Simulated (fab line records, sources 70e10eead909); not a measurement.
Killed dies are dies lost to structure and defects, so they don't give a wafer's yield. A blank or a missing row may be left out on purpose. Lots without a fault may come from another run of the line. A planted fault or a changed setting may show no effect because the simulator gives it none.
One fault seen from 2 desks | flow nand_harc | each desk has only its own numbers; what lay behind them comes last

THE METROLOGY DESK
What the gauges read, lot by lot, whatever tool the lot ran on: means of the sampled wafers that have a number. A lot is out of limits, marked OUT, if its mean lies more than 4 standard deviations from the usual mean; the brackets give that distance.
Columns: A = cd_nm at NHARC_A_M0_CD_MEAS_09, usual 79.9 nm
lot  | first seen here | A
L362 | day 23 04:45    | 80.3
L364 | day 23 13:37    | 79.1
L365 | day 23 14:51    | 79.8
L367 | day 24 11:10    | 80.7
L368 | day 25 02:31    | 80.2
L369 | day 25 05:40    | 79.7
L370 | day 26 14:44    | 80.2
L372 | day 26 16:06    | 79.3
L371 | day 26 20:28    | 80.1
L380 | day 30 10:29    | 74.1 (-8.4) OUT
L383 | day 31 18:48    | 80.0
L384 | day 32 01:43    | 80.1
L385 | day 32 11:49    | 79.6
This desk's finding: out of limits on L380; first on L380, day 30 10:29 (cd_nm at NHARC_A_M0_CD_MEAS_09). In limits: L362, L364, L365, L367, L368, L369, L370, L372, L371, L383, L384, L385.

THE TOOL OWNER'S DESK: arfi_scanner-02
The tool's own readings at NHARC_A_M0_EXPOSE_06 (exposes mask A M0, target cd 80 nm): means of the sampled wafers that have a number, for each lot that ran on this tool. A lot is out of limits, marked OUT, if its mean lies more than 4 standard deviations from the usual mean; the brackets give that distance.
Columns: A = exposure_dose_mJ_cm2 at NHARC_A_M0_EXPOSE_06, usual 83.26
lot  | first seen here | A
L364 | day 23 13:28    | 83.28
L367 | day 24 11:01    | 83.27
L368 | day 25 02:23    | 83.31
L370 | day 26 14:36    | 83.25
L380 | day 30 10:21    | 89.48 (+77) OUT
This desk's finding: out of limits on L380; first on L380, day 30 10:21 (exposure_dose_mJ_cm2 at NHARC_A_M0_EXPOSE_06). In limits: L364, L367, L368, L370.

PUT TOGETHER
The tool owner's desk could have raised an alarm at day 30 10:21, on L380.
The metrology desk could have raised an alarm at day 30 10:29, on L380.
Of the lots named, all ran NHARC_A_M0_EXPOSE_06 on arfi_scanner-02.

WHAT THE SIMULATOR HAD PUT IN
Process parameter drift: arfi_scanner-02, from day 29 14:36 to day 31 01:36, at NHARC_A_M0_EXPOSE_06. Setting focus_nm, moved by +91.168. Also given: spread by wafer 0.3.
Lots struck among those shown: L380.
Hours from the fault's start to each desk's first reading out of limits: the tool owner's desk, 20; the metrology desk, 20.
